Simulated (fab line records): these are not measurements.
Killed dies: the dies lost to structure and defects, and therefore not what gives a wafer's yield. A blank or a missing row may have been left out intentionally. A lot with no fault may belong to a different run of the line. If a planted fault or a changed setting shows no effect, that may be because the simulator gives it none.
What tool caused it? -- flow nand_harc -- 72 wafers from 24 lots sampled at 3 of the route's 1302 steps

## WHAT EACH GAUGE READ, for each wafer
NHARC_A_CONTACT_INSPECT_23. Usual: 598 for raw_defect_count, sd 180.
lot,measured,on,raw_defect_count,flag
L075,day 23 07:10,defect_inspect-02,598 433 551,
L074,day 23 08:47,defect_inspect-02,454 495 802,
L077,day 23 10:12,defect_inspect-02,419 485 482,
L076,day 23 13:29,defect_inspect-02,643 407 474,
L078,day 23 20:33,defect_inspect-02,474 640 539,
L081,day 25 00:17,defect_inspect-02,545 688 811,
L080,day 25 06:20,defect_inspect-01,1087 938 1059,
L079,day 25 09:21,defect_inspect-01,587 692 593,
L082,day 26 10:57,defect_inspect-01,629 578 542,
L083,day 26 13:18,defect_inspect-01,621 573 494,
L084,day 26 14:31,defect_inspect-02,368 702 492,
L085,day 26 16:13,defect_inspect-01,514 624 896,
L086,day 27 06:17,defect_inspect-02,443 581 500,
L087,day 28 12:25,defect_inspect-02,492 445 507,
L088,day 28 13:07,defect_inspect-01,472 649 541,
L089,day 28 19:51,defect_inspect-02,688 697 415,
L090,day 29 01:35,defect_inspect-01,541 622 567,
L091,day 29 16:35,defect_inspect-01,524 711 823,
L094,day 30 08:38,defect_inspect-02,701 522 669,
L092,day 30 10:54,defect_inspect-02,609 589 660,
L093,day 30 15:08,defect_inspect-01,381 561 555,
L096,day 31 21:01,defect_inspect-02,923 539 863,
L095,day 32 08:07,defect_inspect-01,383 427 587,
L097,day 32 11:55,defect_inspect-01,596 596 614,

NHARC_A_BLC_OVL_MEAS_11. Usual: overlay_x_nm 0.2 nm, standard deviation 1; overlay_y_nm -0.2 nm, standard deviation 0.9.
lot,measured,on,overlay_x_nm (nm),overlay_y_nm (nm),flag
L075,day 23 07:46,overlay-01,-0.2 -1.0 -0.2,0.4 1.1 1.0,
L074,day 23 09:22,overlay-02,0.1 0.2 -0.5,-0.4 -0.5 -0.6,
L077,day 23 10:47,overlay-02,1.1 0.7 0.4,-0.2 0.2 -0.2,
L076,day 23 13:58,overlay-02,2.0 0.9 1.9,0.2 0.0 0.8,
L078,day 23 21:01,overlay-01,0.4 1.3 0.5,-1.6 -2.0 -1.7,
L081,day 25 00:46,overlay-02,-0.5 -0.2 -0.2,-0.7 -0.6 -0.9,
L080,day 25 07:59,overlay-01,-0.9 -0.9 -1.5,0.2 -0.1 0.0,
L079,day 25 09:56,overlay-01,-0.3 -0.6 -0.3,-0.3 0.1 -0.8,
L082,day 26 11:33,overlay-02,1.3 1.1 1.2,0.2 -0.1 0.1,
L083,day 26 13:53,overlay-01,2.3 2.1 2.1,-0.7 0.1 0.2,
L084,day 26 15:08,overlay-01,0.3 0.4 0.8,0.7 0.6 0.2,
L085,day 26 16:41,overlay-02,-1.2 -0.7 -1.2,-1.0 -0.9 -0.6,
L086,day 27 06:46,overlay-02,1.7 1.6 1.4,0.1 -0.2 0.4,
L087,day 28 13:00,overlay-01,1.4 1.5 1.8,1.2 1.0 0.2,
L088,day 28 13:35,overlay-02,0.0 -0.5 -0.5,-1.3 -1.7 -1.6,
L089,day 28 20:19,overlay-02,-0.2 -0.5 0.1,1.3 0.9 0.8,
L090,day 29 02:10,overlay-02,0.8 1.7 1.0,-0.4 -0.7 -0.8,
L091,day 29 17:11,overlay-01,-1.3 -1.3 -1.2,1.0 0.2 0.2,
L094,day 30 09:14,overlay-02,-0.1 -0.4 -0.5,-0.1 -0.2 -0.8,
L092,day 30 11:30,overlay-02,0.5 0.4 0.6,0.9 0.7 0.4,
L093,day 30 15:44,overlay-01,-1.2 -0.6 -1.0,1.0 0.2 0.8,
L096,day 31 21:29,overlay-02,-1.0 -0.9 -1.1,0.3 0.8 0.6,
L095,day 32 08:43,overlay-02,-0.7 -0.9 -0.7,-1.8 -2.2 -2.0,
L097,day 32 12:23,overlay-02,0.7 0.2 0.9,-1.3 -1.5 -1.7,

## EACH LOT AND THE TOOL THAT RAN IT (in order: tool; ch and the chambers of the sampled wafers; start)
lot,NHARC_A_CONTACT_CVD_19
L075,"cvd_w-02 ch 0,1, day 23 07:10 or earlier"
L074,"cvd_w-01 ch 0,1, day 23 08:47 or earlier"
L077,"cvd_w-01 ch 0,1, day 23 10:12 or earlier"
L076,"cvd_w-02 ch 1, day 23 13:29 or earlier"
L078,"cvd_w-02 ch 0,1, day 23 20:33 or earlier"
L081,"cvd_w-01 ch 0,1, day 25 00:17 or earlier"
L080,"cvd_w-02 ch 0,1, day 25 06:20 or earlier"
L079,"cvd_w-01 ch 0, day 25 09:21 or earlier"
L082,"cvd_w-02 ch 0,1, day 26 10:57 or earlier"
L083,"cvd_w-01 ch 0,1, day 26 13:18 or earlier"
L084,"cvd_w-02 ch 0,1, day 26 14:31 or earlier"
L085,"cvd_w-02 ch 0,1, day 26 16:13 or earlier"
L086,"cvd_w-01 ch 0,1, day 27 06:17 or earlier"
L087,"cvd_w-01 ch 0,1, day 28 12:25 or earlier"
L088,"cvd_w-02 ch 0,1, day 28 13:07 or earlier"
L089,"cvd_w-02 ch 0,1, day 28 19:51 or earlier"
L090,"cvd_w-01 ch 0,1, day 29 01:35 or earlier"
L091,"cvd_w-01 ch 0,1, day 29 16:35 or earlier"
L094,"cvd_w-02 ch 0, day 30 08:38 or earlier"
L092,"cvd_w-02 ch 0, day 30 10:54 or earlier"
L093,"cvd_w-02 ch 0,1, day 30 15:08 or earlier"
L096,"cvd_w-02 ch 0,1, day 31 21:01 or earlier"
L095,"cvd_w-02 ch 1, day 32 08:07 or earlier"
L097,"cvd_w-02 ch 0,1, day 32 11:55 or earlier"
- NHARC_A_CONTACT_CVD_19: deposits W, target thk 300 nm, time 802 s.

## WHAT THE TOOLS THEMSELVES READ (means of the sampled wafers that have a number; where no wafer has one, the mark that the record gives instead)
NHARC_A_CONTACT_CVD_19. Usual: heater_power_w 518 W, standard deviation 74; throttle_valve_pct 8.14 %, standard deviation 0.27.
lot,tool,heater_power_w (W),throttle_valve_pct (%),flag
L075,cvd_w-02,534,8.06,
L074,cvd_w-01,447,8.00,
L077,cvd_w-01,452,8.21,
L076,cvd_w-02,610,8.55,
L078,cvd_w-02,528,8.35,
L081,cvd_w-01,451,7.81,
L080,cvd_w-02,569,8.30,
L079,cvd_w-01,415,8.10,
L082,cvd_w-02,539,8.11,
L083,cvd_w-01,430,7.93,
L084,cvd_w-02,543,8.36,
L085,cvd_w-02,527,8.25,
L086,cvd_w-01,449,7.97,
L087,cvd_w-01,425,7.88,
L088,cvd_w-02,580,8.29,
L089,cvd_w-02,584,8.21,
L090,cvd_w-01,452,7.79,
L091,cvd_w-01,432,8.17,
L094,cvd_w-02,528,7.99,
L092,cvd_w-02,528,7.75,
L093,cvd_w-02,584,8.23,
L096,cvd_w-02,587,8.29,
L095,cvd_w-02,608,8.48,
L097,cvd_w-02,562,8.12,

## THE ANSWER, worked out from the rows above alone
Rule: a lot is off if the mean of its wafers that have a number lies more than 3 standard deviations from the usual mean. A lot without any number at a reading at which 4 lots or more have one is off too. The other lots that the step has rows for count as sound. After the gauges, taken in route order, come the tools' own readings; for these a lot's mean is taken, as printed above. At the first step where some lot is off, the reading lying furthest off is the one used; lots without a number count as furthest.
Across all readings shown, no lot is off: no conclusion can be drawn from this.

## WHAT WAS PUT IN BY THE SIMULATOR
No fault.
